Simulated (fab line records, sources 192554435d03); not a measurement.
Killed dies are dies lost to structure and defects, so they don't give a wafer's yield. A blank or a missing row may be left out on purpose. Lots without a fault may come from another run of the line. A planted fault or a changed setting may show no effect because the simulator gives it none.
Split-lot experiment | flow n5_finfet | 7 lots, 21 wafers read, on a route of 1938 steps

THE SPLIT
At N5_BEOL_M5_HM_DEP_02 (deposits TiN, target thk 20 nm), the setting target_thk_a was moved away from the recipe's 200 angstrom on 3 of the 21 wafers read, by -10.8% to -5.7%. The other wafers ran this setting at the recipe's value.

The reading is taken at the split's own step.

THE READING
TiN_of_BEOL_M5_HM_DEP_02.thk_nm (the simulator's own value, which no gauge read), in nm, at N5_BEOL_M5_HM_DEP_02 (deposits TiN, target thk 20 nm). The file gives no usual value for it. The 18 wafers here that ran the recipe average 20.2 nm, standard deviation 0.19 nm.

wafer  | tool, chamber at the split | target_thk_a as run, angstrom | against the recipe | TiN_of_BEOL_M5_HM_DEP_02.thk_nm, nm | against lot-mates on the recipe
L076.2 | pvd_sputter-01, -          | 200                           | recipe             | 20.2                                | -
L076.4 | pvd_sputter-01, -          | 200                           | recipe             | 20.2                                | -
L076.6 | pvd_sputter-01, -          | 200                           | recipe             | 20.4                                | -
L077.2 | pvd_sputter-01, -          | 200                           | recipe             | 20.4                                | -
L077.3 | pvd_sputter-01, -          | 200                           | recipe             | 20.2                                | -
L077.5 | pvd_sputter-01, -          | 188.6                         | -5.7%              | 19.4                                | -0.9
L078.1 | pvd_sputter-03, -          | 200                           | recipe             | 20.2                                | -
L078.3 | pvd_sputter-03, -          | 200                           | recipe             | 20.2                                | -
L078.5 | pvd_sputter-03, -          | 200                           | recipe             | 20                                  | -
L079.3 | pvd_sputter-03, -          | 200                           | recipe             | 20                                  | -
L079.4 | pvd_sputter-03, -          | 200                           | recipe             | 20.2                                | -
L079.6 | pvd_sputter-03, -          | 200                           | recipe             | 20.4                                | -
L083.2 | pvd_sputter-01, -          | 200                           | recipe             | 20                                  | -
L083.3 | pvd_sputter-01, -          | 200                           | recipe             | 20.2                                | -
L083.6 | pvd_sputter-01, -          | 200                           | recipe             | 20.2                                | -
L093.2 | pvd_sputter-01, -          | 200                           | recipe             | 20.6                                | -
L093.4 | pvd_sputter-01, -          | 200                           | recipe             | 20.4                                | -
L093.6 | pvd_sputter-01, -          | 200                           | recipe             | 20.4                                | -
L096.2 | pvd_sputter-02, -          | 200                           | recipe             | 19.8                                | -
L096.3 | pvd_sputter-02, -          | 178.4                         | -10.8%             | 17.6                                | -2.2
L096.6 | pvd_sputter-02, -          | 178.4                         | -10.8%             | 17.8                                | -2.0

THE FIT
A straight line over all 21 wafers: TiN_of_BEOL_M5_HM_DEP_02.thk_nm changes by +0.224 nm for each +1% of target_thk_a; r = +0.96; the points scatter about the line by 0.21 nm.
The same after taking each lot's own level away (the mean of its wafers on the recipe; 21 wafers): +0.19 nm for each +1%; r = +0.98; scatter 0.12 nm.
On that fit, the largest move of target_thk_a shifts the reading by 2.1 nm.
The lots' own levels span 19.80 to 20.47 nm, that is 3.6 times the standard deviation above.
So the lot-to-lot level changes the slope: the two fits differ.
Check: with one of the wafers moved furthest among these (-10.8%) left out of the fit, the line predicts -1.94 nm for it against its lot-mates. It came out at -2.2 nm against them.

OTHER SPLITS ON THESE WAFERS
These wafers also went through other splits before the reading. Each is held against what the fit with the lots' levels taken away leaves over:
other split on the same wafers   | wafers away from the commonest value | r with TiN_of_BEOL_M5_HM_DEP_02.thk_nm (lot level and that fit taken away)
N5_BEOL_M2_COAT_05 spin_rpm      | 4                                    | +0.31
N5_BEOL_M3_TRENCH_ETCH_37 bias_w | 4                                    | +0.40
N5_BEOL_M4_ILD_DEP_00 time_s     | 10                                   | +0.28

THE FILE'S OWN FIT
TiN_of_BEOL_M5_HM_DEP_02.thk_nm changes by +0.186 nm for each +1% of target_thk_a, r = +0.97.
